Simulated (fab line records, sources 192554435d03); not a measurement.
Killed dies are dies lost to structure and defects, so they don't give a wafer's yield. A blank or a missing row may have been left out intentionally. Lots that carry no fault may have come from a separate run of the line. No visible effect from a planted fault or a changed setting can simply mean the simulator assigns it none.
Split-lot experiment -- flow n5-finfet -- on a route of 1938 steps: 7 lots, 39 wafers read

== THE SPLIT ==
At N5_BEOL_M0_SAQP_PECVD_00 (deposits SiCN from 3MS/NH3, target thk 8 nm, time 14 s), the setting time-s was moved away from the recipe's 14 s on 9 of the 39 wafers read, by -40.4% to +49.4%. This setting was run at the recipe's value on the other wafers.

The split's own step is where the reading is taken.

== THE READING ==
SiCN_of_BEOL_M0_SAQP_PECVD_00.thk-nm (the simulator's own value, which no gauge read), in nm, at N5_BEOL_M0_SAQP_PECVD_00 (deposits SiCN from 3MS/NH3, target thk 8 nm, time 14 s). The file does not state a usual value for it. The 30 wafers here that ran the recipe average 8.1 nm, standard deviation 0.17 nm.

wafer,"tool, chamber at the split","time-s as run, s",against the recipe,"SiCN_of_BEOL_M0_SAQP_PECVD_00.thk-nm, nm",against lot-mates on the recipe
L075.1,"pecvd-04, 1,2,2",14,recipe,8,-
L075.2,"pecvd-04, 1,2,2",14,recipe,8,-
L075.5,"pecvd-04, 1,2,2",14,recipe,8,-
L075.3,"pecvd-04, 0",14,recipe,8.2,-
L075.4,"pecvd-04, 0",14,recipe,8.2,-
L075.6,"pecvd-04, 1",14,recipe,8.4,-
L079.1,"pecvd-02, 1",14,recipe,7.8,-
L079.2,"pecvd-02, 0,1,0",14,recipe,8.2,-
L079.4,"pecvd-02, 0,1,0",14,recipe,8.2,-
L079.5,"pecvd-02, 0,1,0",14,recipe,8.2,-
L079.3,"pecvd-02, 2",14,recipe,8,-
L079.6,"pecvd-02, 2",14,recipe,8,-
L083.1,"pecvd-01, 2,0",14,recipe,8,-
L083.5,"pecvd-01, 2,0",14,recipe,8,-
L083.2,"pecvd-01, 0",8.342,-40.4%,4.6,-3.5
L083.3,"pecvd-01, 0",8.342,-40.4%,4.6,-3.5
L083.4,"pecvd-01, 2",14,recipe,8.2,-
L083.6,"pecvd-01, 2",8.342,-40.4%,4.8,-3.3
L087.1,"pecvd-04, 2,1,2",14,recipe,8.2,-
L087.2,"pecvd-04, 2,1,2",14,recipe,8.2,-
L087.4,"pecvd-04, 2,1,2",14,recipe,8.2,-
L087.3,"pecvd-04, 0",14,recipe,8,-
L087.5,"pecvd-04, 0",14,recipe,8,-
L087.6,"pecvd-04, 1",14,recipe,8.4,-
L090.1,"pecvd-04, 2",14,recipe,8,-
L090.2,"pecvd-04, 0",14,recipe,7.8,-
L090.4,"pecvd-04, 2",14,recipe,8.2,-
L092.1,"pecvd-04, 1,0",14,recipe,7.8,-
L092.3,"pecvd-04, 1,0",14,recipe,7.8,-
L092.2,"pecvd-04, 2",20.91,+49.4%,11.8,+3.9
L092.4,"pecvd-04, 0",14,recipe,8,-
L092.5,"pecvd-04, 2,1",20.91,+49.4%,12,+4.1
L092.6,"pecvd-04, 2,1",20.91,+49.4%,12,+4.1
L096.1,"pecvd-01, 0,1",14,recipe,7.8,-
L096.3,"pecvd-01, 0,1",14,recipe,7.8,-
L096.2,"pecvd-01, 2",18.73,+33.8%,10.6,+2.7
L096.4,"pecvd-01, 1,0",18.73,+33.8%,10.4,+2.5
L096.5,"pecvd-01, 1,0",18.73,+33.8%,10.4,+2.5
L096.6,"pecvd-01, 2",14,recipe,8.2,-
When a row names more than one chamber, that row covers several wafers, and the file does not tell which wafer ran in which chamber.

THE FIT
A straight line over all 39 wafers: SiCN_of_BEOL_M0_SAQP_PECVD_00.thk-nm changes by +0.0789 nm for each +1% of time-s; r = +0.99; the points scatter about the line by 0.18 nm.
The same after taking each lot's own level away (the mean of its wafers on the recipe; 39 wafers): +0.0815 nm for each +1%; r = +1.00; scatter 0.15 nm.
That fit puts the effect of the largest move of time-s on the reading at 4 nm.
The span of the lots' own levels, 7.87 to 8.17 nm, comes to 1.7 times the standard deviation stated above.
Consequently the slope shifts little with the lot-to-lot level, the two slopes agreeing.
Check: +4.01 nm against its lot-mates is what the line predicts for one of the wafers moved furthest among these (+49.4%) when that wafer is left out of the fit. Against them it came out at +3.93 nm.

== THESE WAFERS: OTHER SPLITS ==
Other splits were also applied to these wafers ahead of the reading. Each is held against what the fit with the lots' levels taken away leaves over:
other split on the same wafers,wafers away from the commonest value,r with SiCN_of_BEOL_M0_SAQP_PECVD_00.thk-nm (lot level and that fit taken away)
N5_SD_EPI_N_DEVELOP_08 develop-time-s,18,+0.13
N5_SD_EPI_P_DESCUM_14 time-s,12,+0.16

== FILE'S OWN FIT ==
SiCN_of_BEOL_M0_SAQP_PECVD_00.thk-nm changes by +0.0813 nm for each +1% of time-s, r = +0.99.
